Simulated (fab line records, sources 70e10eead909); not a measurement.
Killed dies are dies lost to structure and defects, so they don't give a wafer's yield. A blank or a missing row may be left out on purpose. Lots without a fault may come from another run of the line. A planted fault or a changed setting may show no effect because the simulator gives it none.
fab line records | flow nand_harc
record lots=6 wafers=18 last_day=35
route steps=1302 shown A_M0@1166 A_M1@1169 END@1302
lots that met no fault: from a run of the same line without faults
start_h: hours from the record's first day to the start of the lot's first wafer shown | wait_h: hours since the lot's step before | " the same as in the row above | L1.1+2: a row that stands for several wafers | - no value, or no start given | * or withheld: withheld | < > ~ a bound
route shown NAME@n: a module of which the file shows steps, and the number in the route of the first | usual: mean/standard deviation of fault-free wafers | same: alike in all rows | chamber/n: place in a boat | sites: the reading at each site | _std_site: their standard deviation | _edge_site: outer sites' mean less inner sites' | radius_mm: how far each site lies from the wafer's centre | mask NAME#n: copy n | behind: the tool/chamber that last shaped the wafer | hold: why the lot was held/for how many hours/how that ended | device: the transistor (n, p or np) that didn't switch | end of line: the same wafers' tests at the end of the route | a step without rows: its recipe alone | killed: dies lost to structure and defects at the first sort, not the wafer's yield | map: a wafer's dies, x killed, . not, _ none there
set.NAME: the setting as run; set.NAME@STEP: as run at that earlier step | model.NAME: the simulator's own value behind a step, which no gauge read
lots at some steps of the route; a table a step, a row a wafer
services: from which hour (start_h, from the record's first day; less than 0 if before it) a tool's chamber was out of use, for how many hours, and why
## steps
# step NHARC_A_M0_INSPECT_27
# usual raw_defect_count=546/150
# columns lot.wafer tool chamber start_h wait_h raw_defect_count
L440.1 defect_inspect-02 - 548.66 0.0 418
L440.3 " - " " 395
L440.6 " - " " 519
L448.1 defect_inspect-01 - 621.95 0.0 447
L448.3 " - " " 360
L448.5 " - " " 395
L455.2 defect_inspect-02 - 695.85 0.0 464
L455.3 " - " " 487
L455.6 " - " " 513
L458.1 defect_inspect-02 - 711.82 0.0 448
L458.3 " - " " 499
L458.6 " - " " 548
L459.1 defect_inspect-01 - 759.17 0.0 613
L459.2 " - " " 718
L459.4 " - " " 677
L461.1 defect_inspect-01 - 762.87 0.0 485
L461.5 " - " " 445
L461.6 " - " " 470
# step NHARC_A_M0_PRE_CLEAN_31
# recipe time_s=12 temp_c=370 rf_power_w=300 gas=NH3
# usual heater_power_w=593/88 susceptor_temp_C=370.00/0.21
# columns lot.wafer tool chamber start_h wait_h heater_power_w susceptor_temp_C
L440.1 pecvd-01 1 548.74 0.1 488 370.02
L440.3 " 2 " " 719 369.69
L440.6 " 2 " " 727 370.06
L448.1 pecvd-01 0 622.02 0.1 681 369.84
L448.3 " 1 " " 488 370.19
L448.5 " 2 " " 674 369.56
L455.3 pecvd-03 1 695.93 0.1 547 370.00
L455.2 " 2 " " 477 369.73
L455.6 " 0 " " 559 369.86
L458.3 pecvd-01 0 711.88 0.1 601 369.66
L458.1 " 2 " " 657 370.18
L458.6 " 1 " " 565 370.04
L459.2 pecvd-03 1 759.25 0.1 519 370.14
L459.1 " 2 " " 561 370.07
L459.4 " 0 " " 593 370.25
L461.1 pecvd-01 2 762.94 0.1 642 370.15
L461.5 " 0 " " 698 370.20
L461.6 " 1 " " 477 370.09
# step NHARC_A_M0_DEP_32
# recipe target_thk_a=300 temp_c=370 target_thk_nm=30 pressure_torr=3 flow_sccm=200 rf_w=450 material=SiCN
# usual heater_power_w=546/86 susceptor_temp_C=370.01/0.21
# columns lot.wafer tool chamber start_h wait_h heater_power_w susceptor_temp_C
L440.1 pecvd-01 1 548.85 0.1 513 369.90
L440.3 " 2 " " 658 370.13
L440.6 " 2 " " 649 370.01
L448.1 pecvd-01 0 622.10 0.1 542 369.86
L448.3 " 1 " " 503 369.98
L448.5 " 2 " " 705 370.17
L455.3 pecvd-03 1 696.04 0.1 453 369.93
L455.2 " 2 " " 416 370.25
L455.6 " 0 " " 404 369.96
L458.3 pecvd-01 0 711.96 0.1 630 370.05
L458.1 " 2 " " 605 369.96
L458.6 " 1 " " 521 370.19
L459.2 pecvd-03 1 759.36 0.1 453 370.04
L459.1 " 2 " " 473 369.90
L459.4 " 0 " " 522 369.82
L461.1 pecvd-01 2 763.02 0.1 600 369.85
L461.5 " 0 " " 661 369.97
L461.6 " 1 " " 478 369.56
# step NHARC_A_M1_DEP_00
# recipe target_thk_a=1825 target_thk_nm=182.5 temp_c=withheld pressure_torr=5 flow_sccm=200 rf_w=600 material=SiOC
# step NHARC_A_M1_DEHYDRATE_01
# recipe temp_c=150 time_s=120
# step NHARC_A_M1_HMDS_02
# recipe time_s=30
# step NHARC_A_M1_COAT_34
# recipe temp_c=200 time_s=65
# step NHARC_A_M1_COAT_03
# recipe spin_rpm=1500 resist_thk_nm=90
# step NHARC_A_M1_SOFTBAKE_04
# recipe temp_c=105 time_s=55
# step NHARC_A_M1_EBR_05
# step NHARC_A_M1_EXPOSE_06
# recipe na=1.35 target_cd_nm=120 dose_mj=75.13 mask_id=A_M1
# step NHARC_A_M1_PEB_07
# recipe peb_temp_c=100 peb_time_s=65
# usual exhaust_pa=45.0/0.77 heater_power_total_W=156.6/0.44 plate_temp_C=100.00/0.14
# columns lot.wafer tool chamber start_h wait_h exhaust_pa heater_power_total_W plate_temp_C
L440.1 litho_track-06 0 549.99 0.1 45.0 156.5 99.82
L440.3 " 0 " " 43.9 156.8 99.81
L440.6 " 0 " " 44.1 157.1 99.87
L448.1 litho_track-06 0 623.27 0.1 44.4 156.7 99.98
L448.3 " 0 " " 44.2 157.1 100.14
L448.5 " 0 " " 44.5 156.3 100.16
L455.2 litho_track-06 0 697.05 0.1 44.7 158.1 100.72
L455.3 " 0 " " 45.5 158.7 100.97
L455.6 " 0 " " 44.3 158.5 100.90
L458.1 litho_track-06 0 713.12 0.1 45.1 159.1 101.09
L458.3 " 0 " " 44.8 158.3 100.99
L458.6 " 0 " " 46.1 158.7 100.93
L459.1 litho_track-01 0 760.53 0.1 44.5 157.1 99.83
L459.2 " 0 " " 45.1 156.0 99.97
L459.4 " 0 " " 44.1 156.0 100.22
L461.1 litho_track-01 0 764.19 0.1 45.4 156.1 99.71
L461.5 " 0 " " 46.5 155.9 99.73
L461.6 " 0 " " 45.5 156.8 99.80
# step NHARC_A_M1_DEVELOP_08
# recipe develop_time_s=35 dev_temp_c=23
# step NHARC_A_M1_CD_MEAS_09
# recipe target_cd_nm=120 landing_energy_ev=500
# usual cd_nm=120.1/0.59
# columns lot.wafer tool chamber start_h wait_h cd_nm
L440.1 cd_sem-02 0 550.08 - 120.0
L440.3 " 0 " " 120.2
L440.6 " 0 " " 119.5
L448.1 cd_sem-01 0 623.35 - 119.9
L448.3 " 0 " " 119.9
L448.5 " 0 " " 120.7
L455.2 cd_sem-03 0 697.13 - 123.9
L455.3 " 0 " " 124.2
L455.6 " 0 " " 124.4
L458.1 cd_sem-01 0 713.19 - 122.8
L458.3 " 0 " " 122.4
L458.6 " 0 " " 122.9
L459.1 cd_sem-01 0 760.61 - 119.7
L459.2 " 0 " " 119.5
L459.4 " 0 " " 120.3
L461.1 cd_sem-01 0 764.27 - 119.6
L461.5 " 0 " " 121.1
L461.6 " 0 " " 121.1
# step NHARC_A_M1_OVL_MEAS_10
# recipe pitch_nm=240
# usual overlay_x_nm=-0.2/0.55 overlay_y_nm=-0.2/0.56
# columns lot.wafer tool chamber start_h wait_h overlay_x_nm overlay_y_nm
L440.1 overlay-02 - 550.17 - -1.0 0.2
L440.3 " - " " -1.1 1.0
L440.6 " - " " -1.3 0.4
L448.1 overlay-02 - 623.44 - -0.1 -0.1
L448.3 " - " " -0.7 -0.5
L448.5 " - " " -0.6 -0.5
L455.2 overlay-01 - 697.22 - -0.4 -0.7
L455.3 " - " " -0.5 -1.4
L455.6 " - " " -1.0 -0.8
L458.1 overlay-02 - 713.28 - -0.3 0.1
L458.3 " - " " 0.0 0.9
L458.6 " - " " -0.2 0.5
L459.1 overlay-02 - 760.70 - -0.4 -0.9
L459.2 " - " " 0.1 -0.9
L459.4 " - " " -0.2 -0.6
L461.1 overlay-01 - 764.35 - 1.7 0.2
L461.5 " - " " 1.1 0.1
L461.6 " - " " 1.6 0.6
# step NHARC_A_M1_INSPECT_11
# usual raw_defect_count=90/43
# columns lot.wafer tool chamber start_h wait_h raw_defect_count
L440.1 defect_inspect-02 - 550.20 0.0 118
L440.3 " - " " 107
L440.6 " - " " 124
L448.1 defect_inspect-01 - 623.48 0.0 88
L448.3 " - " " 70
L448.5 " - " " 84
L455.2 defect_inspect-01 - 697.26 0.0 30
L455.3 " - " " 26
L455.6 " - " " 33
L458.1 defect_inspect-01 - 713.32 0.0 81
L458.3 " - " " 81
L458.6 " - " " 95
L459.1 defect_inspect-01 - 760.73 0.0 34
L459.2 " - " " 44
L459.4 " - " " 50
L461.1 defect_inspect-02 - 764.39 0.0 178
L461.5 " - " " 153
L461.6 " - " " 144
# step NHARC_A_M1_DESCUM_14
# recipe time_s=3 o2_flow_sccm=200 ar_flow_sccm=0 bias_power_w=0 chemistry=O2
# usual chamber_pressure_mTorr=60.00/0.051 drypump_motor_current_A=5.6/0.44 oes_product_au=1.000/0.0092 rf_vpp_V=57.9/0.81 showerhead_plenum_p_Torr=1.95/0.082 throttle_valve_pct=11.310/0.0086
# columns lot.wafer tool chamber start_h wait_h chamber_pressure_mTorr drypump_motor_current_A oes_product_au rf_hours_counter_h rf_vpp_V showerhead_plenum_p_Torr throttle_valve_pct model.A_M1.cd_nm
L440.3 rie_diel-11 2 550.26 0.1 59.95 6.1 1.003 6.3 57.2 2.04 11.311 119.4
L440.1 " 0 " " 60.01 5.5 1.003 6.4 58.1 1.96 11.332 119.9
L440.6 " 3 " " 59.97 5.6 0.997 - 57.6 2.05 11.296 119.5
L448.3 rie_diel-10 3 623.54 0.1 59.97 5.9 1.007 1.0 59.1 2.01 11.310 120.4
L448.1 " 2 " " 59.95 5.7 1.008 0.7 58.3 1.78 11.330 119.9
L448.5 " 0 " " 59.98 6.4 1.000 - 58.1 1.98 11.323 121
L455.3 rie_diel-10 1 697.32 0.1 60.06 6.0 0.997 5.0 56.9 1.85 11.310 124.2
L455.2 " 2 " " 59.99 5.7 1.006 4.8 58.3 1.78 11.327 123.9
L455.6 " 1 " " 59.98 6.0 1.000 - 58.3 1.85 11.328 124.5
L458.3 rie_diel-12 0 713.38 0.1 59.98 5.4 0.998 2.2 56.1 1.87 11.298 122.5
L458.1 " 3 " " 60.06 5.6 0.994 2.4 58.5 2.02 11.318 123.3
L458.6 " 0 " " 59.94 5.4 0.985 - 59.0 1.87 11.317 123
L459.4 rie_diel-12 0 760.80 0.1 59.94 5.4 0.983 3.8 56.8 1.87 11.305 120
L459.2 " 1 " " 59.94 5.5 0.983 3.4 57.5 1.92 11.311 119.6
L459.1 " 3 " " 60.05 5.6 1.004 4.0 58.0 2.02 11.303 119.4
L461.1 rie_diel-12 3 764.48 0.1 59.93 5.6 0.986 4.1 58.7 2.02 11.323 120
L461.6 " 0 " " 60.03 5.4 0.987 - 56.9 1.87 11.296 121.4
L461.5 " 1 " " 59.90 5.5 0.985 - 57.2 1.92 11.325 120.6
# step NHARC_A_M1_ETCH_35
# recipe target_depth_a=400 overetch_a=120 time_s=43.94 ion_energy_ev=200 n2_flow_sccm=150 h2_flow_sccm=150 ar_flow_sccm=0 rf_w=400 bias_w=150 chemistry=N2/H2
# usual bias_w=150.0/0.4 chamber_pressure_mTorr=30.001/0.026 drypump_motor_current_A=5.6/0.42 oes_product_au=1.000/0.01 rf_vpp_V=431.6/2.7 showerhead_plenum_p_Torr=2.08/0.09 throttle_valve_pct=14.172/0.0084
# columns lot.wafer tool chamber start_h wait_h bias_w chamber_pressure_mTorr drypump_motor_current_A oes_product_au rf_hours_counter_h rf_vpp_V showerhead_plenum_p_Torr throttle_valve_pct
L440.1 rie_diel-11 3 550.35 0.1 150.4 30.028 5.7 0.999 6.5 434.7 2.19 14.148
L440.3 " 1 " " 150.4 29.978 4.7 1.003 6.1 429.7 2.01 14.180
L440.6 " 3 " " 150.4 30.006 5.7 1.003 - 435.8 2.19 14.165
L448.1 rie_diel-10 0 623.62 0.1 149.3 30.007 6.4 1.006 1.0 432.1 2.11 14.175
L448.3 " 3 " " 150.5 30.041 5.9 1.019 1.0 433.8 2.15 14.180
L448.5 " 2 " " 150.0 30.043 5.7 1.011 - 427.6 1.90 14.178
L455.3 rie_diel-10 2 697.41 0.1 149.2 30.038 5.7 1.009 4.8 425.6 1.89 14.178
L455.2 " 0 " " 149.9 29.987 6.4 1.010 5.4 431.6 2.11 14.168
L455.6 " 2 " " 149.6 29.983 5.7 1.003 - 427.2 1.89 14.167
L458.3 rie_diel-12 0 713.47 0.1 150.7 30.006 5.4 0.994 2.2 429.8 1.99 14.173
L458.1 " 1 " " 150.0 29.989 5.5 0.996 2.0 431.6 2.05 14.180
L458.6 " 3 " " 149.8 30.023 5.6 1.004 - 433.9 2.16 14.168
L459.2 rie_diel-12 1 760.88 0.1 149.9 29.970 5.6 0.994 3.4 430.8 2.05 14.180
L459.4 " 3 " " 150.4 30.003 5.6 1.013 4.0 435.7 2.16 14.183
L459.1 " 0 " " 149.8 29.987 5.4 0.992 3.8 427.5 1.99 14.159
L461.1 rie_diel-12 1 764.55 0.1 149.9 30.004 5.6 0.987 3.5 430.6 2.05 14.167
L461.5 " 2 " " 149.5 30.003 5.2 1.015 - 430.3 1.98 14.169
L461.6 " 3 " " 149.9 30.011 5.6 0.998 - 434.2 2.16 14.171
# step NHARC_A_M1_ETCH_15
# recipe target_depth_a=1825 time_s=91.2 c4f8_flow_sccm=withheld ar_flow_sccm=400 rf_w=600 bias_w=300 chemistry=C4F8/Ar
# usual bias_w=299.9/0.97 chamber_pressure_mTorr=25.001/0.023 oes_product_au=0.956/0.021 rf_vpp_V=441.8/2.6
# columns lot.wafer tool chamber start_h wait_h bias_w chamber_pressure_mTorr oes_product_au rf_hours_counter_h rf_vpp_V
L440.1 rie_diel-11 3 - - 299.0 24.984 0.955 6.6 443.8
L440.3 " 1 " " 299.7 24.956 0.976 6.1 439.7
L440.6 " 3 " " 299.3 24.971 0.960 - 444.8
L448.1 rie_diel-10 3 - - 299.3 25.007 0.965 1.0 443.5
L448.3 " 0 " " 300.0 25.012 0.960 1.0 442.0
L448.5 " 2 " " 300.0 25.022 0.986 - 437.6
L455.3 rie_diel-10 1 - - 298.9 24.991 0.953 5.1 439.3
L455.2 " 2 " " 301.3 24.989 0.965 4.8 436.3
L455.6 " 1 " " 298.7 25.022 0.954 - 437.3
L458.3 rie_diel-12 3 - - 299.9 25.027 0.963 2.4 442.2
L458.1 " 2 " " 297.7 25.021 0.964 2.2 438.7
L458.6 " 3 " " 299.6 25.004 0.971 - 444.9
L459.4 rie_diel-12 1 - - 299.1 25.004 0.919 3.4 441.7
L459.2 " 2 " " 301.6 24.995 0.949 3.8 440.9
L459.1 " 3 " " 299.0 24.996 0.925 4.0 445.6
L461.1 rie_diel-12 0 - - 300.7 25.001 0.944 3.9 438.6
L461.5 " 3 " " 299.0 25.002 0.983 - 445.5
L461.6 " 0 " " 300.7 25.000 0.949 - 440.6
# step NHARC_A_M1_CD_MEAS_16
# usual cd_nm=119.9/0.91
# columns lot.wafer tool chamber start_h wait_h cd_nm
L440.1 cd_sem-02 - 550.57 - 119.6
L440.3 " - " " 118.7
L440.6 " - " " 119.3
L448.1 cd_sem-01 - 623.87 - 119.5
L448.3 " - " " 119.7
L448.5 " - " " 121.1
L455.2 cd_sem-03 - 697.62 - 123.7
L455.3 " - " " 124.7
L455.6 " - " " 125.1
L458.1 cd_sem-01 - 713.69 - 123.6
L458.3 " - " " 122.2
L458.6 " - " " 123.2
L459.1 cd_sem-02 - 761.10 - 118.4
L459.2 " - " " 119.1
L459.4 " - " " 119.4
L461.1 cd_sem-01 - 764.75 - 119.8
L461.5 " - " " 121.0
L461.6 " - " " 121.7
# step NHARC_A_M1_STRIP_18
# recipe power_w=1000 n2_flow_sccm=150 h2_flow_sccm=150 ar_flow_sccm=0 bias_w=0 chemistry=N2/H2
# usual chamber_pressure_mTorr=29.998/0.028 drypump_motor_current_A=5.6/0.37 oes_product_au=1.000/0.0093 rf_vpp_V=90.7/0.99 showerhead_plenum_p_Torr=2.05/0.085 throttle_valve_pct=14.171/0.0088
# same bias_w=0
# columns lot.wafer tool chamber start_h wait_h chamber_pressure_mTorr drypump_motor_current_A oes_product_au rf_hours_counter_h rf_vpp_V showerhead_plenum_p_Torr throttle_valve_pct
L440.3 rie_diel-12 3 550.67 0.1 30.043 5.6 0.998 2.5 91.1 2.16 14.166
L440.1 " 0 " " 29.980 5.4 0.999 2.6 91.6 1.99 14.171
L440.6 " 2 " " 29.956 5.1 1.013 - 90.0 1.99 14.175
L448.3 rie_diel-11 2 623.94 0.1 29.999 6.1 1.006 0.6 89.7 2.17 14.185
L448.1 " 1 " " 30.012 4.7 1.005 0.6 90.7 2.01 14.161
L448.5 " 2 " " 30.006 6.1 0.989 - 92.9 2.17 14.159
L455.3 rie_diel-12 2 697.75 0.1 29.991 5.2 1.012 2.0 89.7 1.99 14.182
L455.2 " 3 " " 30.028 5.6 1.002 2.2 91.7 2.16 14.177
L455.6 " 0 " " 29.999 5.4 0.996 - 91.5 1.99 14.172
L458.1 rie_diel-12 0 713.78 0.1 29.991 5.4 0.993 2.3 89.4 1.99 14.151
L458.3 " 1 " " 30.002 5.5 0.993 2.0 90.0 2.05 14.168
L458.6 " 0 " " 30.032 5.4 0.974 - 91.3 1.99 14.159
L459.2 rie_diel-11 1 761.21 0.1 29.997 4.7 1.002 8.2 90.6 2.01 14.159
L459.1 " 3 " " 30.037 5.6 1.012 8.0 90.7 2.18 14.165
L459.4 " 3 " " 30.000 5.7 1.011 - 91.1 2.18 14.163
L461.1 rie_diel-10 2 764.88 0.1 29.990 5.7 0.989 8.1 89.8 1.89 14.180
L461.5 " 0 " " 29.986 6.4 0.999 - 90.1 2.11 14.170
L461.6 " 1 " " 29.968 6.0 1.000 - 91.0 1.97 14.176
# step NHARC_A_M1_ETCH_28
# recipe target_depth_a=300 over_etch_frac=0.3 time_s=72.99 ion_energy_ev=150 cf4_flow_sccm=50 n2_flow_sccm=100 ar_flow_sccm=150 rf_w=300 bias_w=100 chemistry=CF4/N2
# usual bias_w=100.0/0.31 chamber_pressure_mTorr=30.001/0.026 drypump_motor_current_A=5.6/0.39 oes_product_au=1.001/0.0093 rf_vpp_V=314.5/1.9 showerhead_plenum_p_Torr=2.65/0.1 throttle_valve_pct=19.795/0.0085
# columns lot.wafer tool chamber start_h wait_h bias_w chamber_pressure_mTorr drypump_motor_current_A oes_product_au rf_hours_counter_h rf_vpp_V showerhead_plenum_p_Torr throttle_valve_pct model.A_M1.cd_nm
L440.1 rie_diel-12 2 - - 99.5 30.016 5.2 1.003 2.2 313.0 2.56 19.800 119.5
L440.3 " 0 " " 100.0 30.004 5.4 0.981 2.7 312.7 2.57 19.789 119
L440.6 " 3 " " 100.0 29.996 5.6 0.988 - 316.2 2.77 19.809 119.5
L448.1 rie_diel-11 3 - - 100.6 30.020 5.7 1.002 0.7 317.5 2.80 19.795 120
L448.3 " 1 " " 100.0 30.033 4.7 1.002 0.7 315.0 2.59 19.785 119.8
L448.5 " 2 " " 100.3 30.005 6.1 1.002 - 316.6 2.78 19.782 121.1
L455.2 rie_diel-12 0 - - 99.8 30.003 5.5 0.993 2.0 312.6 2.57 19.788 123.9
L455.3 " 3 " " 99.7 30.017 5.6 1.008 2.2 316.1 2.76 19.803 125
L455.6 " 0 " " 99.6 29.979 5.4 0.994 - 312.4 2.57 19.790 124.9
L458.3 rie_diel-12 2 - - 99.6 30.004 5.2 1.009 2.2 313.0 2.56 19.798 121.8
L458.1 " 3 " " 99.7 29.988 5.6 1.004 2.5 316.6 2.77 19.794 123.1
L458.6 " 2 " " 100.2 29.986 5.2 1.006 - 312.9 2.56 19.798 122.8
L459.2 rie_diel-11 1 - - 100.6 30.012 4.7 0.995 8.3 313.6 2.59 19.783 119.3
L459.1 " 3 " " 99.5 29.985 5.7 1.006 8.0 317.3 2.79 19.795 119.3
L459.4 " 3 " " 99.9 29.986 5.7 1.013 - 316.1 2.79 19.795 119.4
L461.1 rie_diel-10 2 - - 100.0 30.040 5.7 1.002 8.1 310.2 2.45 19.810 120
L461.5 " 1 " " 100.1 29.975 6.0 1.005 - 312.3 2.54 19.800 121.3
L461.6 " 2 " " 99.9 30.010 5.7 0.994 - 312.1 2.45 19.790 120.9
# step NHARC_A_M1_STRIP_19
# recipe time_s=600 temp_c=30 chemistry=post_etch_residue_remover
# step NHARC_END_SORT_01
# recipe temp_c=25
# usual defect_limited_yield=90/3.4 killed_at_array=62/22 killed_at_other=1.0/1.4 killed_at_periphery=4.2/2.8 killed_dies=67/23 killed_open=3.1/1.7 killed_short=2.1/1.5
# same gross_dies=677
# columns lot.wafer tool chamber start_h wait_h defect_limited_yield[%] killed_at_array killed_at_other killed_at_periphery killed_dies killed_open killed_short
L448.1 prober-02 0 661.64 2.5 90 62 0 3 65 1 1
L448.3 prober-02 0 663.25 3.1 92 55 0 2 57 2 3
L448.5 prober-02 0 664.85 3.7 90 61 2 2 65 4 2
# killed by level:class
L448.1 A_CHANNEL_HOLE_D1:chamber_film_flake=30 A_CHANNEL_HOLE_D2:chamber_film_flake=21 A_CONTACT:chamber_film_flake=6 A_DECK1_JOINT:chamber_film_flake=2 P_CONTACT:geometric_particle:open=1 A_WL_FILL:geometric_particle:short=1 P_STI:chamber_film_flake=1 P_CONTACT:chamber_film_flake=1
L448.3 A_CHANNEL_HOLE_D1:chamber_film_flake=24 A_CHANNEL_HOLE_D2:chamber_film_flake=18 A_CONTACT:chamber_film_flake=4 A_DECK1_JOINT:chamber_film_flake=2 A_WL_FILL:chamber_film_flake=2 A_DECK1_JOINT:geometric_particle:short=1 A_ONON_D2:geometric_particle:short=1 A_CHANNEL_HOLE_D2:geometric_particle:open=1
L448.5 A_CHANNEL_HOLE_D1:chamber_film_flake=30 A_CHANNEL_HOLE_D2:chamber_film_flake=13 A_STAIRCASE:chamber_film_flake=4 A_CONTACT:chamber_film_flake=4 A_M1:chamber_film_flake=2 THIN_TSV:chamber_film_flake=2 P_M1:geometric_particle:open=1 A_CHANNEL_FILL_D1:geometric_particle:short=1
## services
# columns tool chamber start_h hours kind
rie_diel-12 0 527.90 - clean
rie_diel-12 1 527.90 - clean
litho_track-06 - 529.00 7.0 pm
pecvd-01 - 532.98 0.5 repair
pecvd-03 - 547.56 13.0 pm
rie_diel-10 3 593.75 3.2 repair
rie_diel-10 - 596.52 9.0 pm
rie_diel-10 3 609.46 2.4 repair
rie_diel-11 - 609.50 9.0 pm
rie_diel-11 0 619.74 6.2 repair
rie_diel-12 - 622.49 9.0 pm
rie_diel-10 1 623.57 7.8 repair
rie_diel-11 - 641.52 1.1 repair
rie_diel-12 0 643.53 8.0 repair
pecvd-03 0 648.50 4.9 repair
litho_track-01 - 680.00 7.0 pm
pecvd-01 - 691.12 13.0 pm
litho_track-06 - 704.00 7.0 pm
rie_diel-11 - 712.77 0.4 repair
rie_diel-11 0 722.32 7.2 repair
pecvd-03 - 728.56 13.0 pm
rie_diel-12 3 741.25 8.2 repair
rie_diel-10 0 750.03 7.3 repair
rie_diel-11 2 752.06 21.5 repair
## key
first_sign step=NHARC_A_M1_PEB_07 reading=plate_temp_C direction=up sigmas=6.5 usual=* struck=*
effect step=NHARC_A_M1_PEB_07 reading=heater_power_total_W direction=up sigmas=4.6 usual=* struck=*
effect step=NHARC_A_M1_CD_MEAS_09 reading=cd_nm direction=up sigmas=5.7 usual=120.1 struck=123.4
effect step=NHARC_A_M1_CD_MEAS_16 reading=cd_nm direction=up sigmas=4.2 usual=119.9 struck=123.8
model_effect step=NHARC_A_M1_DESCUM_14 value=A_M1.cd_nm without=120.4 struck=123.6
model_effect step=NHARC_A_M1_ETCH_28 value=A_M1.cd_nm without=120.4 struck=123.6
met_at NHARC_A_M1_PEB_07
struck_wafers L455.2,L455.3,L455.6,L458.1,L458.3,L458.6
onset_between 623.27 697.05
fault kind=process_parameter_drift tool=litho_track-06 chamber=- onset_h=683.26 steps=NHARC_A_M1_PEB_07 channel=peb_temp_c offset=* shape=step end_h=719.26 acts_in=* stated=*
